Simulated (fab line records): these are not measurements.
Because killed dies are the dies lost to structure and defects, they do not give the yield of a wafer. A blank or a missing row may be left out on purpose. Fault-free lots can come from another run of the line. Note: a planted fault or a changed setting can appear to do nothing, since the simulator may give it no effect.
8D (eight disciplines) problem report, filled in by code ; flow nand harc ; the parts of the form that need people (team, actions taken, sign-off) are left out

== 1. WHAT WENT WRONG ==
At NHARC_A_M1_CMP_23, time to endpoint s averages 42.8 s over 3 wafers from 3 lots, while fault-free wafers read 29.1 s, standard deviation 2.6. That puts it +5.3 standard deviations away from the usual mean.
The step: polishes, t overpolish 20 s, target thk 154.34 nm.
Earliest sighting: wafer L305.6 on cmp-03 at day 25 21:47. Wafers with a number at this step in the record: 33, from 11 lots. The rule behind "out" and "out of limits": a value lying over 4 standard deviations away from the usual mean. The rest of the wafers with a number are treated as sound.

== 2. WHAT IT IS, AND WHAT IT ISN'T ==
question;is;is not
which readings at this step;time to endpoint s;motor current A
which lots;L305, L306, L307;L299, L302, L314, L315, L316, L317, L319, L321
which wafers of those lots;L305.6, L306.2, L307.6;L305.4, L305.5, L306.4, L306.5, L307.2, L307.4
read on which tools;cmp-03, cmp-04;cmp-02
when;from day 25 21:47;"up to then (8 sound wafers); but 22 sound wafers of L306, L307, L314, L315, L316, L317, L319, L321 came after"

== 3. WHAT RULES OUT EACH SUSPECT ==
Counting: a tool at a process step up to the reading stays a suspect if it ran every lot that is out. Sound lots after the first of them don't rule it out here, since some wafers of a struck lot are sound.
- pvd sputter-03 at NHARC_A_M1_PVD_20 (deposits TaN, target thk 5 nm, time 8.06 s): kept. Every lot that is out went through it, the first being L305 (day 25 21:13); the last sound lot it ran before that was L302 (day 24 02:23). NHARC_A_M1_PVD_20 gives no start for some lots, so the hours and the order of its lots are those of NHARC_A_M1_ECD_22.
- pvd sputter-03 at NHARC_A_M1_PVD_21 (deposits Cu, target thk 30 nm, time 20.49 s): kept. Every lot that is out went through it, the first being L305 (day 25 21:13); the last sound lot it ran before that was L302 (day 24 02:23). NHARC_A_M1_PVD_21 gives no start for some lots, so the hours and the order of its lots are those of NHARC_A_M1_ECD_22.
- ecd cu-01 at NHARC_A_M1_ECD_22 (material Cu, target thk 400 nm): kept. Every lot that is out went through it, the first being L305 (day 25 21:13); the last sound lot it ran before that was L302 (day 24 02:23).
- The sound lot-mates ran in chamber 1 of ecd cu-01 at NHARC_A_M1_ECD_22, but the wafers that are out ran in chamber 0.
The count leaves pvd sputter-03 at NHARC_A_M1_PVD_20, pvd sputter-03 at NHARC_A_M1_PVD_21, and ecd cu-01 at NHARC_A_M1_ECD_22.

== 4. THE CAUSE (what the simulator had put in) ==
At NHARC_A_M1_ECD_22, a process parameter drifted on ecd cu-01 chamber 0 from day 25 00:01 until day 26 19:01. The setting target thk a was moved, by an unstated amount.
3 suspects survive the count, and this tool is in that group.

== 5. THE CHAIN OF EFFECTS, in route order ==
One row per reading whose mean, taken over the struck wafers that have a number, lies over 3 standard deviations from the usual. Scope: only readings with a usual standard deviation given in the record; hours: median across lots of the time from each lot's start at the first step in this table that gives one to its start at this step; sigmas: change in usual standard deviations.
hours;step;reading;usual;on struck wafers;change;sigmas
0;NHARC_A_M1_CMP_23;time to endpoint s;29.1 s;42.8;+13.7;+5.3
Process steps it contains:
- NHARC_A_M1_CMP_23: polishes, t overpolish 20 s, target thk 154.34 nm.
Later measuring or inspecting steps at which every struck wafer that the step has a row for has a number for every such reading, and none has moved that far: NHARC_END_SORT_01.

== 6. HOW IT WOULD HAVE BEEN CAUGHT EARLIER ==
In this record the first reading out of limits was taken at day 25 21:47, 22 hours after the fault began at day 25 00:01.
Tool readings at NHARC_A_M1_ECD_22 with a usual standard deviation given in the record: none out on any struck wafer, hence no alarm at a limit of 4 standard deviations on them.
Lots out: 3; of these, L307, L306 started NHARC_A_M1_ECD_22 on ecd cu-01 after day 25 21:47. A hold on the tool at that time would have spared those 2.
